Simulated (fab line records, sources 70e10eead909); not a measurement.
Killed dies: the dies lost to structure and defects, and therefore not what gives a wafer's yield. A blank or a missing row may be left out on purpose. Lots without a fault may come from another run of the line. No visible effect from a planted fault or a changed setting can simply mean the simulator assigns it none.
Chamber matching + flow nand-harc + rie-diel-13 running NHARC_A_STAIRCASE_DESCUM_312: 4 sister chambers
The step chemistry O2, time 3 s. 18 wafers are shown with their chamber, then 9 later ones without.

WAFERS, EACH WITH ITS CHAMBER
| wafer  | chamber | showerhead-plenum-p-Torr (Torr) | drypump-motor-current-A (A) | oes-product-au (a.u.) |
|--------|---------|---------------------------------|-----------------------------|-----------------------|
| L075.2 | 0       | 1.98                            | 4.7                         | 1.020                 |
| L075.5 | 3       | 1.88                            | 5.8                         | 1.036                 |
| L075.6 | 0       | 1.98                            | 4.7                         | 1.013                 |
| L077.1 | 3       | 1.88                            | 5.8                         | 1.046                 |
| L077.3 | 1       | 1.83                            | 6.1                         | 1.023                 |
| L077.4 | 2       | 1.77                            | 5.7                         | 1.007                 |
| L079.2 | 2       | 1.77                            | 5.7                         | 0.995                 |
| L079.3 | 1       | 1.82                            | 6.2                         | 1.009                 |
| L079.6 | 2       | 1.77                            | 5.7                         | 1.001                 |
| L081.1 | 3       | 1.88                            | 5.8                         | 1.037                 |
| L081.2 | 2       | 1.77                            | 5.7                         | 0.997                 |
| L081.6 | 2       | 1.77                            | 5.7                         | 0.995                 |
| L083.1 | 1       | 1.82                            | 6.1                         | 1.007                 |
| L083.4 | 3       | 1.87                            | 5.9                         | 1.043                 |
| L083.6 | 1       | 1.82                            | 6.2                         | 1.000                 |
| L085.1 | 2       | 1.76                            | 5.7                         | 0.987                 |
| L085.2 | 1       | 1.82                            | 6.2                         | 1.004                 |
| L085.6 | 3       | 1.87                            | 5.8                         | 1.032                 |

SIGNATURES (averages over the wafers above)
| reading                  | chamber 0 | chamber 1 | chamber 2 | chamber 3 | scatter within a chamber |
|--------------------------|-----------|-----------|-----------|-----------|--------------------------|
| showerhead-plenum-p-Torr | 1.9800    | 1.8220    | 1.7683    | 1.8760    | 0.0045                   |
| drypump-motor-current-A  | 4.700     | 6.160     | 5.700     | 5.820     | 0.0378                   |
| oes-product-au           | 1.01650   | 1.00860   | 0.99700   | 1.03880   | 0.00697                  |
Rule: distance of a wafer from a chamber = root of the sum over the readings of ((wafer's reading minus chamber's mean) / reading's scatter) squared. If the next closest chamber is less than 2 further off than the closest, the wafer can't be placed; otherwise it belongs to the closest. The scatter is the square root of a quotient: the sum, over the shown wafers, of each reading's squared deviation from its chamber's mean, divided by wafers minus chambers.

WAFERS MISSING THEIR CHAMBER
| wafer  | showerhead-plenum-p-Torr (Torr) | drypump-motor-current-A (A) | oes-product-au (a.u.) |
|--------|---------------------------------|-----------------------------|-----------------------|
| L091.1 | 1.87                            | 5.8                         | 1.011                 |
| L091.4 | 1.97                            | 4.7                         | 1.029                 |
| L091.5 | 2.07                            | 5.7                         | 0.988                 |
| L095.2 | 1.96                            | 4.7                         | 1.013                 |
| L095.3 | 2.07                            | 5.7                         | 0.981                 |
| L095.4 | 1.86                            | 5.9                         | 1.009                 |
| L096.4 | 1.86                            | 5.9                         | 1.007                 |
| L096.5 | 1.81                            | 6.2                         | 0.985                 |
| L096.6 | 2.07                            | 5.7                         | 0.983                 |

THE CHAMBER EACH PASSED THROUGH
| wafer  | from the rows above | in truth                   |
|--------|---------------------|----------------------------|
| L091.1 | 3                   | 3                          |
| L091.4 | 0                   | 0                          |
| L091.5 | 0                   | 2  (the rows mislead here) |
| L095.2 | 0                   | 0                          |
| L095.3 | 0                   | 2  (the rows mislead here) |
| L095.4 | 3                   | 3                          |
| L096.4 | 3                   | 3                          |
| L096.5 | 1                   | 1                          |
| L096.6 | 0                   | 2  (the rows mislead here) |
6 of 9 placed correctly. Number that these rows cannot place: 0. 3 placed wrongly.
